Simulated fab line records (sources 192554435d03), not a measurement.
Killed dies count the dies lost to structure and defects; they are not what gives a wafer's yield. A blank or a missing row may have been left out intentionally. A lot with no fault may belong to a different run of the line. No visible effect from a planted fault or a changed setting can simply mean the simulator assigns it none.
Which tool did it?	flow n5_finfet	route of 1938 steps, sampled at 1 step: 22 lots, 66 wafers

== WHAT EACH GAUGE READ, for each wafer ==
N5_FIN_SAQP_THK_MEAS_05.
lot	measured	on	thk_nm (nm)
L074	day 1 20:52	film_metro-02	36.2 36.6 37.6
L075	day 2 03:14	film_metro-02	37.8 37.9 38.1
L077	day 2 15:28	film_metro-01	39.0 38.1 37.8
L078	day 2 22:21	film_metro-01	38.2 37.5 38.6
L079	day 3 02:53	film_metro-02	38.2 37.2 37.4
L080	day 3 09:41	film_metro-02	37.9 37.1 37.4
L081	day 3 15:20	film_metro-01	37.2 37.4 37.7
L082	day 3 21:52	film_metro-01	37.5 37.4 38.2
L083	day 4 03:38	film_metro-02	38.5 38.0 38.2
L084	day 4 08:35	film_metro-02	37.5 37.9 37.9
L085	day 4 14:44	film_metro-02	37.9 38.7 39.2
L086	day 4 23:22	film_metro-02	37.3 37.4 38.3
L087	day 5 05:09	film_metro-02	39.0 39.6 38.7
L088	day 5 08:34	film_metro-02	38.0 38.1 37.5
L089	day 5 15:01	film_metro-02	37.9 38.6 38.4
L090	day 5 20:58	film_metro-01	37.4 37.6 37.4
L091	day 6 03:40	film_metro-01	37.7 37.8 38.2
L092	day 6 08:37	film_metro-02	37.1 37.2 37.7
L093	day 6 14:47	film_metro-01	37.2 38.0 38.3
L095	day 7 03:00	film_metro-02	38.5 37.4 38.6
L096	day 7 10:06	film_metro-01	36.5 38.0 37.8
L097	day 7 18:15	film_metro-02	37.7 38.3 38.8

== TOOL THAT RAN EACH LOT (tool first, then ch and the chambers of the sampled wafers, then the start) ==
No process step before these readings appears in the record.

== AS READ BY THE TOOLS THEMSELVES (means over the sampled wafers that have a number; for cases with no such wafer, the mark the record gives instead) ==
The record holds no such reading with a usual standard deviation.

== THE ANSWER, worked out from the rows above alone ==
Rule: usual is defined by the lots themselves. The widest of any qualifying gaps counts: lots, ordered by their means at a reading, are off when they make up no more than a third of the lots, leave a main group of 4 or more, and stand apart from it by 3 or more times the standard deviation of that group's means. The tables above print the reading to a certain number of digits; a main group whose means all agree to those digits is not used. Also off: a lot with no number at a reading for which 4 or more lots have one. Where the step has rows for the other lots, those lots are counted as sound. The gauges are gone through in route order, then the tools' own readings, and for those a lot's mean is taken as printed above. At the first step where some lot is off, the reading lying furthest off is the one used; lots without a number count as furthest.
None of the lots is off at any reading shown; this tells nothing.

== WHAT THE SIMULATOR PUT IN ==
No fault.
